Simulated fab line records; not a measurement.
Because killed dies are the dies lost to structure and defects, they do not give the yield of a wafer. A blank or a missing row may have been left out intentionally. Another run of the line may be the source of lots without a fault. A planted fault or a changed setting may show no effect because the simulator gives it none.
fab line records	flow n5_finfet	part 1 of 2: steps 1 to 4 of 6
[record] lots = 22	wafers = 66	last_day = 18
route steps=1938 shown BEOL_M8@1377 BEOL_M9@1414
lots with no fault: from the same line, run without faults
start_h: hours from the record's opening day to when the first of the lot's shown wafers began	wait_h: how many hours have passed since the lot's step before this one	" as in the row above	L1.1+2: a single row standing in for several wafers	- value missing, or start not given	* or withheld: withheld	< > ~ a bound
route shown NAME@n: a module of which the file shows steps, and the number in the route of the first	usual: the fault-free wafers' mean and standard deviation	same: alike in all rows	chamber/n: place in a boat	sites: readings site by site	_std_site: their standard deviation	_edge_site: mean of outer sites minus mean of inner sites	radius_mm: for every site, how far away it sits from the centre of the wafer	mask NAME#n: copy n	behind: the most recent tool/chamber to have shaped the wafer	hold: reason for holding the lot/hours on hold/outcome of the hold	device: names the non-switching transistor (n, p or np)	end of line: the tests these same wafers got at the end of their route	a step with no rows: only its recipe	killed: at the first sort, the dies lost to defects and structure; wafer yield is something else	map: the dies of a wafer, with x for killed, . for not killed, _ for no die there
set.NAME: the setting as run; set.NAME@STEP: as run at that earlier step	model.NAME: the simulator's own value behind a step, which no gauge read
steps of the route over a sample of lots; a table a step, a row a wafer
services: the hour from which a tool's chamber was out of use, counted from the record's first day as start_h (under 0 if before that day), plus the number of hours and why
[[steps]]
[step N5_BEOL_M8_TRENCH_ETCH_37]
[recipe] chemistry = C4F6/O2	target_depth_a = 934.78	target = SiCOH_lowk	time_s = 31.2	ion_energy_ev = 250	pressure_mtorr = 30	source_w = 345	bias_w = 185	Ar_flow_sccm = 300	C4F6_flow_sccm = 10	O2_flow_sccm = 10
[usual] drypump_motor_current_A = 5.7/0.37	oes_product_au = 0.83/0.066	rf_vpp_V = 661/11	showerhead_plenum_p_Torr = 2.87/0.082	throttle_valve_pct = 20.93/0.23
lot.wafer	tool	chamber	start_h	wait_h	drypump_motor_current_A	oes_product_au	rf_hours_counter_h	rf_vpp_V	showerhead_plenum_p_Torr	throttle_valve_pct
L074.2	rie_diel-06	1	-	-	6.0	0.88	44	670	3.04	20.80
L074.3	"	3	"	"	5.7	0.75	187	653	2.81	21.27
L074.6	"	3	"	"	5.7	0.76	-	652	2.81	21.25
L076.1	rie_diel-06	1	-	-	6.1	0.88	44	670	3.04	20.80
L076.4	"	1	"	"	6.1	0.88	-	672	3.03	20.81
L076.6	"	0	"	"	5.1	0.77	-	681	2.98	21.05
L075.2	rie_diel-01	1	-	-	6.4	0.85	80	669	2.88	20.58
L075.5	"	2	"	"	5.3	0.69	-	645	2.81	21.18
L075.6	"	3	"	"	5.5	0.70	-	659	2.81	21.08
L078.1	rie_diel-03	1	-	-	6.0	0.85	54	655	2.80	21.07
L078.3	"	3	"	"	5.7	0.95	15	650	2.78	20.47
L078.5	"	3	"	"	5.7	0.95	-	648	2.78	20.47
L077.2	rie_diel-06	0	-	-	5.2	0.76	149	683	2.98	21.06
L077.5	"	2	"	"	5.6	1.00	-	671	2.92	20.80
L077.6	"	3	"	"	5.7	0.75	-	654	2.81	21.24
L079.1	rie_diel-03	3	-	-	5.8	0.93	21	648	2.77	20.47
L079.2	"	1	"	"	6.0	0.85	59	654	2.80	21.08
L079.4	"	0	"	"	5.9	0.89	31	675	2.90	21.03
L080.1	rie_diel-03	1	-	-	6.0	0.83	64	654	2.80	21.08
L080.3	"	0	"	"	5.9	0.89	36	673	2.89	21.01
L080.4	"	3	"	"	5.7	0.93	25	647	2.77	20.49
L081.1	rie_diel-03	0	-	-	5.9	0.88	39	674	2.89	21.02
L081.3	"	2	"	"	5.3	0.84	50	657	2.89	20.97
L081.5	"	2	"	"	5.3	0.85	-	659	2.89	20.99
L082.2	rie_diel-03	2	-	-	5.4	0.84	51	658	2.89	20.97
L082.4	"	0	"	"	5.8	0.87	39	674	2.89	21.01
L082.6	"	3	"	"	5.8	0.91	-	648	2.77	20.49
L083.1	rie_diel-03	0	-	-	5.9	0.87	43	674	2.89	21.03
L083.5	"	2	"	"	5.3	0.85	-	658	2.89	20.98
L083.6	"	1	"	"	6.0	0.83	-	655	2.80	21.10
L084.3	rie_diel-06	1	-	-	6.0	0.85	66	668	3.02	20.84
L084.4	"	2	"	"	5.6	0.94	21	668	2.91	20.86
L084.5	"	0	"	"	5.1	0.75	-	681	2.97	21.09
L085.1	rie_diel-06	3	-	-	5.7	0.73	213	653	2.80	21.29
L085.4	"	0	"	"	5.1	0.76	170	681	2.97	21.09
L085.5	"	3	"	"	5.7	0.73	-	653	2.80	21.27
L086.1	rie_diel-06	1	-	-	6.1	0.84	70	669	3.02	20.84
L086.2	"	2	"	"	5.5	0.92	24	669	2.91	20.85
L086.5	"	0	"	"	5.2	0.76	-	679	2.97	21.08
L087.3	rie_diel-06	0	-	-	5.1	0.76	172	681	2.97	21.10
L087.4	"	1	"	"	6.0	0.84	72	670	3.02	20.84
L087.6	"	1	"	"	6.0	0.84	-	670	3.02	20.85
L088.2	rie_diel-03	2	-	-	5.3	0.83	64	657	2.89	21.00
L088.3	"	1	"	"	6.0	0.82	77	655	2.79	21.11
L088.5	"	0	"	"	5.9	0.86	-	675	2.89	21.03
L089.1	rie_diel-03	2	-	-	5.3	0.82	68	657	2.89	20.99
L089.2	"	3	"	"	5.8	0.88	45	647	2.76	20.50
L089.4	"	1	"	"	6.0	0.81	-	653	2.79	21.11
L091.1	rie_diel-06	2	-	-	5.6	0.89	37	670	2.91	20.89
L091.3	"	3	"	"	5.7	0.72	225	652	2.79	21.31
L091.4	"	0	"	"	5.2	0.74	182	680	2.96	21.11
L092.2	rie_diel-03	3	-	-	5.7	0.88	53	647	2.76	20.52
L092.4	"	0	"	"	5.9	0.85	61	675	2.88	21.05
L092.6	"	3	"	"	5.7	0.90	-	648	2.76	20.53
L096.2	rie_diel-06	1	-	-	6.0	0.82	90	669	3.01	20.88
L096.3	"	2	"	"	5.6	0.88	45	668	2.90	20.87
L096.4	"	3	"	"	5.7	0.71	233	652	2.79	21.31
L095.1	rie_diel-03	0	-	-	5.9	0.84	69	673	2.88	21.06
L095.3	"	3	"	"	5.8	0.87	62	647	2.76	20.54
L095.4	"	1	"	"	6.0	0.80	97	654	2.78	21.14
L094.1	rie_diel-03	2	-	-	5.4	0.81	85	657	2.88	21.03
L094.4	"	1	"	"	6.0	0.80	98	654	2.78	21.14
L094.6	"	0	"	"	5.8	0.83	-	674	2.88	21.07
L097.1	rie_diel-01	2	-	-	5.3	0.88	41	643	2.79	20.86
L097.2	"	0	"	"	6.7	0.84	58	652	2.89	20.80
L097.6	"	3	"	"	5.5	0.91	-	660	2.79	20.80
[step N5_BEOL_M8_CD_MEAS_35]
[recipe] target_cd_nm = 40	polarity = opening
[usual] cd_nm = 40.2/0.59
lot.wafer	tool	chamber	start_h	wait_h	cd_nm
L074.2	cd_sem-03	-	199.56	0.0	41.4
L074.3	"	-	"	"	40.3
L074.6	"	-	"	"	40.9
L076.1	cd_sem-01	-	199.96	0.0	41.4
L076.4	"	-	"	"	40.2
L076.6	"	-	"	"	40.8
L075.2	cd_sem-01	-	207.77	0.0	40.2
L075.5	"	-	"	"	40.1
L075.6	"	-	"	"	39.7
L078.1	cd_sem-01	-	208.58	0.0	40.2
L078.3	"	-	"	"	40.2
L078.5	"	-	"	"	39.7
L077.2	cd_sem-03	-	209.29	0.0	40.7
L077.5	"	-	"	"	40.1
L077.6	"	-	"	"	41.5
L079.1	cd_sem-02	-	223.08	0.0	39.3
L079.2	"	-	"	"	40.5
L079.4	"	-	"	"	40.5
L080.1	cd_sem-03	-	237.61	0.0	40.0
L080.3	"	-	"	"	39.3
L080.4	"	-	"	"	39.6
L081.1	cd_sem-02	-	245.77	0.0	39.9
L081.3	"	-	"	"	38.9
L081.5	"	-	"	"	40.0
L082.2	cd_sem-01	-	246.24	0.0	40.7
L082.4	"	-	"	"	40.1
L082.6	"	-	"	"	40.3
L083.1	cd_sem-01	-	257.74	0.0	39.4
L083.5	"	-	"	"	40.1
L083.6	"	-	"	"	39.6
L084.3	cd_sem-02	-	265.25	0.0	40.1
L084.4	"	-	"	"	40.7
L084.5	"	-	"	"	40.9
L085.1	cd_sem-02	-	274.72	0.0	39.3
L085.4	"	-	"	"	39.2
L085.5	"	-	"	"	40.1
L086.1	cd_sem-03	-	275.92	0.0	40.0
L086.2	"	-	"	"	39.4
L086.5	"	-	"	"	40.6
L087.3	cd_sem-02	-	281.85	0.0	40.1
L087.4	"	-	"	"	39.8
L087.6	"	-	"	"	39.5
L088.2	cd_sem-01	-	285.05	0.0	39.6
L088.3	"	-	"	"	41.2
L088.5	"	-	"	"	40.4
L089.1	cd_sem-03	-	292.30	0.0	40.5
L089.2	"	-	"	"	39.3
L089.4	"	-	"	"	41.0
L091.1	cd_sem-01	-	306.30	0.0	40.3
L091.3	"	-	"	"	40.0
L091.4	"	-	"	"	40.1
L092.2	cd_sem-03	-	309.54	0.0	40.4
L092.4	"	-	"	"	40.5
L092.6	"	-	"	"	40.0
L096.2	cd_sem-02	-	331.79	0.0	40.5
L096.3	"	-	"	"	39.6
L096.4	"	-	"	"	40.7
L095.1	cd_sem-01	-	334.28	0.0	40.1
L095.3	"	-	"	"	39.6
L095.4	"	-	"	"	40.0
L094.1	cd_sem-03	-	335.73	0.0	39.5
L094.4	"	-	"	"	39.9
L094.6	"	-	"	"	40.7
L097.1	cd_sem-03	-	357.52	0.0	40.5
L097.2	"	-	"	"	39.9
L097.6	"	-	"	"	40.3
[step N5_BEOL_M9_CD_MEAS_11]
[recipe] target_cd_nm = 64.1	landing_energy_ev = 500	detector = se_inlens	polarity = opening
[usual] cd_nm = 64.2/0.52
lot.wafer	tool	chamber	start_h	wait_h	cd_nm
L074.2	cd_sem-01	0	203.52	-	64.4
L074.3	"	0	"	"	64.5
L074.6	"	0	"	"	63.8
L076.1	cd_sem-03	0	206.10	-	63.8
L076.4	"	0	"	"	63.5
L076.6	"	0	"	"	63.6
L075.2	cd_sem-03	0	212.14	-	63.9
L075.5	"	0	"	"	64.3
L075.6	"	0	"	"	63.6
L078.1	cd_sem-01	0	215.00	-	64.1
L078.3	"	0	"	"	64.3
L078.5	"	0	"	"	63.6
L077.2	cd_sem-02	0	215.21	-	64.6
L077.5	"	0	"	"	64.0
L077.6	"	0	"	"	64.3
L079.1	cd_sem-01	0	229.79	-	64.7
L079.2	"	0	"	"	64.1
L079.4	"	0	"	"	63.6
L080.1	cd_sem-03	0	242.65	-	64.5
L080.3	"	0	"	"	63.6
L080.4	"	0	"	"	64.1
L081.1	cd_sem-01	0	252.18	-	64.4
L081.3	"	0	"	"	64.2
L081.5	"	0	"	"	63.4
L082.2	cd_sem-02	0	252.37	-	64.0
L082.4	"	0	"	"	63.9
L082.6	"	0	"	"	63.7
L083.1	cd_sem-01	0	270.23	-	64.4
L083.5	"	0	"	"	63.7
L083.6	"	0	"	"	63.4
L084.3	cd_sem-03	0	270.91	-	64.9
L084.4	"	0	"	"	64.5
L084.5	"	0	"	"	64.0
L085.1	cd_sem-02	0	280.07	-	64.9
L085.4	"	0	"	"	63.5
L085.5	"	0	"	"	64.5
L086.1	cd_sem-03	0	281.78	-	64.1
L086.2	"	0	"	"	64.6
L086.5	"	0	"	"	64.5
L087.3	cd_sem-02	0	289.12	-	64.4
L087.4	"	0	"	"	64.1
L087.6	"	0	"	"	64.4
L088.2	cd_sem-01	0	291.16	-	64.5
L088.3	"	0	"	"	64.0
L088.5	"	0	"	"	64.1
L089.1	cd_sem-02	0	295.96	-	63.8
L089.2	"	0	"	"	63.9
L089.4	"	0	"	"	63.8
L091.1	cd_sem-03	0	314.18	-	63.5
L091.3	"	0	"	"	63.7
L091.4	"	0	"	"	63.5
L092.2	cd_sem-03	0	317.35	-	64.5
L092.4	"	0	"	"	64.4
L092.6	"	0	"	"	65.0
L096.2	cd_sem-03	0	336.74	-	63.7
L096.3	"	0	"	"	64.6
L096.4	"	0	"	"	63.7
L095.1	cd_sem-02	0	341.34	-	64.0
L095.3	"	0	"	"	64.0
L095.4	"	0	"	"	64.1
L094.1	cd_sem-03	0	341.41	-	64.1
L094.4	"	0	"	"	65.2
L094.6	"	0	"	"	64.2
L097.1	cd_sem-02	0	363.50	-	63.7
L097.2	"	0	"	"	64.1
L097.6	"	0	"	"	63.7
[step N5_BEOL_M9_ETCH_61]
[recipe] chemistry = CF4	target = SiARC	target_depth_a = 390	mask_material = CAR-ArF	time_s = 65	ion_energy_ev = 80	pressure_mtorr = 40	source_w = 545	bias_w = 36	Ar_flow_sccm = 100	cf4_flow_sccm = 100	ends = cleared
[usual] drypump_motor_current_A = 5.9/0.53	etch_rf_on_time_s = 65.5/1.8	oes_product_au = 0.69/0.079	rf_vpp_V = 184.1/1.2	showerhead_plenum_p_Torr = 2.15/0.067	throttle_valve_pct = 15.56/0.21
lot.wafer	tool	chamber	start_h	wait_h	drypump_motor_current_A	etch_rf_on_time_s	oes_product_au	rf_hours_counter_h	rf_vpp_V	showerhead_plenum_p_Torr	throttle_valve_pct
L074.2	rie_diel-05	2	203.74	0.0	6.5	65.4	0.76	40	184.1	2.11	15.58
L074.3	"	0	"	"	5.5	64.3	0.60	216	183.4	2.20	15.60
L074.6	"	2	"	"	6.5	65.2	0.76	-	182.6	2.11	15.58
L076.1	rie_diel-04	3	206.22	0.0	5.4	65.2	0.78	20	186.1	2.28	15.16
L076.4	"	3	"	"	5.4	65.7	0.78	-	184.1	2.28	15.17
L076.6	"	1	"	"	5.3	65.2	0.58	-	184.9	2.20	15.64
L075.2	rie_diel-02	1	212.40	0.0	6.1	67.7	0.77	8	183.0	2.11	15.48
L075.5	"	1	"	"	6.2	66.9	0.78	-	183.2	2.11	15.50
L075.6	"	2	"	"	6.7	67.3	0.69	-	183.1	2.17	15.90
L078.1	rie_diel-04	1	215.13	0.0	5.4	66.3	0.57	256	184.6	2.20	15.64
L078.3	"	2	"	"	5.7	64.1	0.59	250	185.5	2.20	15.69
L078.5	"	3	"	"	5.5	66.2	0.78	-	186.8	2.28	15.17
L077.2	rie_diel-05	2	215.45	0.0	6.5	64.9	0.76	44	182.3	2.11	15.59
L077.5	"	3	"	"	6.3	65.6	0.67	-	183.9	2.06	15.50
L077.6	"	0	"	"	5.5	64.0	0.61	-	184.5	2.20	15.59
L079.1	rie_diel-02	2	229.91	0.0	6.7	68.0	0.69	88	183.8	2.17	15.89
L079.2	"	1	"	"	6.2	68.0	0.75	14	183.1	2.11	15.49
L079.4	"	0	"	"	5.0	61.8	0.86	7	184.6	2.27	15.29
L080.1	rie_diel-04	0	242.99	0.0	5.4	65.9	0.79	8	182.7	2.18	15.64
L080.3	"	2	"	"	5.7	64.8	0.58	261	183.3	2.20	15.71
L080.4	"	3	"	"	5.5	65.7	0.76	33	184.5	2.27	15.19
L081.1	rie_diel-02	2	252.30	0.0	6.8	68.2	0.68	96	185.1	2.16	15.92
L081.3	"	0	"	"	5.1	62.2	0.83	13	185.5	2.27	15.29
L081.5	"	2	"	"	6.7	68.2	0.67	-	184.1	2.16	15.91
L082.2	rie_diel-05	2	252.50	0.0	6.5	64.0	0.75	56	184.1	2.10	15.62
L082.4	"	0	"	"	5.4	63.1	0.60	230	185.4	2.20	15.62
L082.6	"	0	"	"	5.5	63.1	0.60	-	185.6	2.20	15.63
L083.1	rie_diel-05	2	270.36	0.0	6.5	66.6	0.73	61	183.8	2.10	15.62
L083.5	"	1	"	"	5.6	64.7	0.64	-	183.1	2.06	15.57
L083.6	"	0	"	"	5.4	64.0	0.59	-	184.8	2.19	15.64
L084.3	rie_diel-05	3	271.15	0.0	6.3	67.8	0.65	126	183.1	2.06	15.54
L084.4	"	1	"	"	5.6	65.9	0.64	164	182.9	2.06	15.56
L084.5	"	0	"	"	5.4	64.7	0.59	-	184.7	2.19	15.63
L085.1	rie_diel-05	0	280.20	0.0	5.4	63.8	0.59	238	185.8	2.19	15.63
L085.4	"	1	"	"	5.6	64.9	0.64	167	182.4	2.06	15.57
L085.5	"	1	"	"	5.6	64.3	0.63	-	183.3	2.06	15.55
L086.1	rie_diel-02	2	281.90	0.0	6.8	67.6	0.67	105	184.3	2.16	15.94
L086.2	"	3	"	"	6.5	66.8	0.63	186	182.5	2.12	15.76
L086.5	"	1	"	"	6.2	67.7	0.73	-	182.0	2.11	15.51
L087.3	rie_diel-02	3	289.24	0.0	6.5	67.1	0.63	188	183.0	2.12	15.78
L087.4	"	0	"	"	5.0	61.6	0.83	23	185.3	2.26	15.31
L087.6	"	1	"	"	6.2	68.2	0.72	-	184.9	2.11	15.54
L088.2	rie_diel-05	2	291.28	0.0	6.5	66.5	0.72	66	183.8	2.10	15.62
L088.3	"	1	"	"	5.6	65.2	0.63	169	182.5	2.06	15.57
L088.5	"	3	"	"	6.4	66.7	0.66	-	183.7	2.05	15.55
L089.1	rie_diel-02	1	296.08	0.0	6.2	67.5	0.72	32	182.3	2.11	15.52
L089.2	"	0	"	"	5.0	61.7	0.82	25	186.4	2.26	15.31
L089.4	"	3	"	"	6.5	67.4	0.62	190	184.7	2.12	15.78
L091.1	rie_diel-05	2	314.30	0.0	6.5	65.0	0.73	73	182.4	2.10	15.65
L091.3	"	1	"	"	5.6	64.9	0.63	176	183.3	2.06	15.60
L091.4	"	3	"	"	6.3	65.6	0.66	138	184.0	2.05	15.55
L092.2	rie_diel-04	2	317.47	0.0	5.7	62.0	0.85	7	185.6	2.19	15.19
L092.4	"	0	"	"	5.4	65.6	0.75	31	184.4	2.18	15.67
L092.6	"	1	"	"	5.3	64.9	0.76	-	183.9	2.19	15.20
L096.2	rie_diel-04	2	336.87	0.0	5.7	62.4	0.83	13	187.1	2.19	15.21
L096.3	"	3	"	"	5.4	65.9	0.72	63	184.4	2.26	15.25
L096.4	"	1	"	"	5.4	64.8	0.76	27	184.8	2.19	15.20
L095.1	rie_diel-04	2	342.30	0.0	5.7	61.8	0.83	14	183.5	2.19	15.21
L095.3	"	0	"	"	5.4	65.2	0.74	39	186.0	2.17	15.70
L095.4	"	3	"	"	5.4	63.9	0.73	64	186.6	2.26	15.24
L094.1	rie_diel-02	3	342.53	0.0	6.4	67.9	0.61	204	184.0	2.12	15.79
L094.4	"	2	"	"	6.7	68.8	0.65	123	184.3	2.15	15.98
L094.6	"	0	"	"	5.0	62.9	0.79	-	185.2	2.26	15.34
L097.1	rie_diel-05	1	364.31	0.0	5.6	65.8	0.62	195	183.6	2.05	15.62
L097.2	"	0	"	"	5.5	64.4	0.82	7	184.7	2.19	15.18
L097.6	"	2	"	"	6.5	65.7	0.71	-	183.3	2.09	15.67
